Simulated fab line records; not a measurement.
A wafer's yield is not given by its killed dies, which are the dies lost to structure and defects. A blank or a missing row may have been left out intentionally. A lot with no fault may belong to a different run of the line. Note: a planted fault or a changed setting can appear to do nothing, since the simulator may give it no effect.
A lot that was struck, set against a sound lot | flow n5Finfet | 35 out of 1938 route steps
Sound: the wafers L258.2, L258.4, L258.6. Struck: wafers L251.4, L251.5. (L251.6 of the same lot was not struck and is left out.) The cause comes at the end.
For every step that has rows: the tool of each side, followed by ch and its chambers, followed by its first start. Under that, the readings that differ: sound wafers | struck wafers | difference of the means | sigmas: that difference in standard deviations of wafers without a fault.
alike: same words and numbers on both sides, and readings whose means sit less than 2 such deviations apart. not compared: any withheld reading, any reading some wafer has no value for, any bound like >300 that may hide the same value, and any number with overlapping values for which the record gives no deviation.
The two part at a step that has a row with sigmas, a row that says differs or no value, or rows on one side only. Numbers that don't overlap but have no deviation are shown without sigmas and don't part them. A reading that every wafer of one side lacks parts them only if that side has two wafers or more.

first, 7 steps without rows for these wafers: N5_BEOL_M4_CMP_52 (polishes, stops on SiOC, t overpolish 6.8 s, target thk 40 nm); N5_BEOL_M4_PRE_CLEAN_60 (time 15 s); N5_BEOL_M4_CO_CAP_55 (material Co, precursor CCTBA/H2, target thk 2 nm, time 102.1 s); N5_BEOL_M4_PRE_CLEAN_56 (time 15 s); N5_BEOL_M4_DEP_57 (deposits SiCN from 3MS/NH3, target thk 8 nm, time 14 s); N5_BEOL_M5_ILD_DEP_00 (deposits SiCOH lowk from DEMS/porogen, target thk 140.64 nm, time 25.9 s); N5_BEOL_M5_CURE_79 (cures SiCOH lowk, time 240 s).
N5_BEOL_M5_PECVD_70: deposits SiO2 from TEOS/O2, target thk 16 nm, time 18 s.
  sound on pecvd-04 ch 0,1,2, day 14 08:01; struck on pecvd-01 ch 0,1, day 12 10:59
reading                                   | sound             | struck      | difference | sigmas
chamberPressureTorr (Torr)                | 5.468 5.481 5.488 | 5.506 5.502 | +0.025     | +2
model.SiO2_of_BEOL_M5_PECVD_70.thkNm (nm) | 16 16.2 16.2      | 21.4 21.2   | +5.2       | 
  alike: heaterPowerW, showerheadPlenumPTorr, throttleValvePct
then, 25 steps without rows for these wafers: N5_BEOL_M5_HM_DEP_02 (deposits TiN, target thk 20 nm); N5_BEOL_M5_COAT_59 (time 60 s, resist thk 60 nm); N5_BEOL_M5_COAT_60 (time 60 s, resist thk 12 nm); N5_BEOL_M5_COAT_71 (time 60 s, resist thk 5 nm); N5_BEOL_M5_COAT_05 (resist thk 30 nm); N5_BEOL_M5_EBR_07; N5_BEOL_M5_SOFTBAKE_06 (time 60 s); N5_BEOL_M5_EXPOSE_08 (exposes mask M5, target cd 28 nm); N5_BEOL_M5_PEB_09 (peb time 60 s); N5_BEOL_M5_DEVELOP_10 (develop time 30 s); N5_BEOL_M5_DESCUM_16 (chemistry O2, time 7 s); N5_BEOL_M5_ETCH_72 (etches underlayer in N2/H2, target depth 6.5 nm, time 5.2 s); N5_BEOL_M5_ETCH_61 (etches SiARC in CF4, target depth 15.6 nm, time 26 s); N5_BEOL_M5_ETCH_62 (etches SOC in N2/H2, target depth 75 nm, overetch 15 nm, time 112.5 s); N5_BEOL_M5_STRIP_63 (strips in N2/H2); N5_BEOL_M5_STRIP_73 (strips in N2/H2); N5_BEOL_M5_STRIP_64 (strips in CF4); N5_BEOL_M5_HM_OPEN_17 (chemistry Cl2/BCl3, target TiN, target depth 20 nm, overetch 6 nm); N5_BEOL_M5_STRIP_19 (strips in O2); N5_BEOL_M5_COAT_65 (time 60 s, resist thk 60 nm); N5_BEOL_M5_COAT_66 (time 60 s, resist thk 12 nm); N5_BEOL_M5_COAT_74 (time 60 s, resist thk 5 nm); N5_BEOL_M5_COAT_22 (resist thk 30 nm); N5_BEOL_M5_EBR_24; N5_BEOL_M5_SOFTBAKE_23 (time 60 s).
N5_BEOL_M5_HM_STRIP_39: strips TiN in peroxide tin strip, target depth 25 nm, time 158 s.
  sound on wetBench-05 ch 0,1,6, day 14 10:58; struck on wetBench-02 ch 1,4, day 12 14:47
reading                                   | sound        | struck    | difference | sigmas
bathHeatDutyPct (%)                       | 6.6 6.6 7.4  | 8.1 9.2   | +1.8       | +2
model.SiO2_of_BEOL_M5_PECVD_70.thkNm (nm) | 15.8 16.2 16 | 21.4 21.2 | +5.3       | 
  alike: tempC
N5_BEOL_M5_CMP_52: polishes, stops on SiCOH lowk, t overpolish 6.9 s, target thk 62 nm.
  sound on cmp-03 ch 1,2, day 14 21:34; struck on cmp-01 ch 0,3, day 12 20:55
reading                   | sound          | struck    | difference | sigmas
barrierFieldEndpointS (s) | 24.6 24.0 24.7 | 31.4 30.0 | +6.3       | +8
  alike: motorCurrentA

== WHERE THEY PART ==
At N5_BEOL_M5_PECVD_70 first; at N5_BEOL_M5_CMP_52 last (within this record only).

WHY: the cause the simulator had injected
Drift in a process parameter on pecvd-01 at N5_BEOL_M5_PECVD_70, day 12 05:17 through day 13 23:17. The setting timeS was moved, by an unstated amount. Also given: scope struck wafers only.
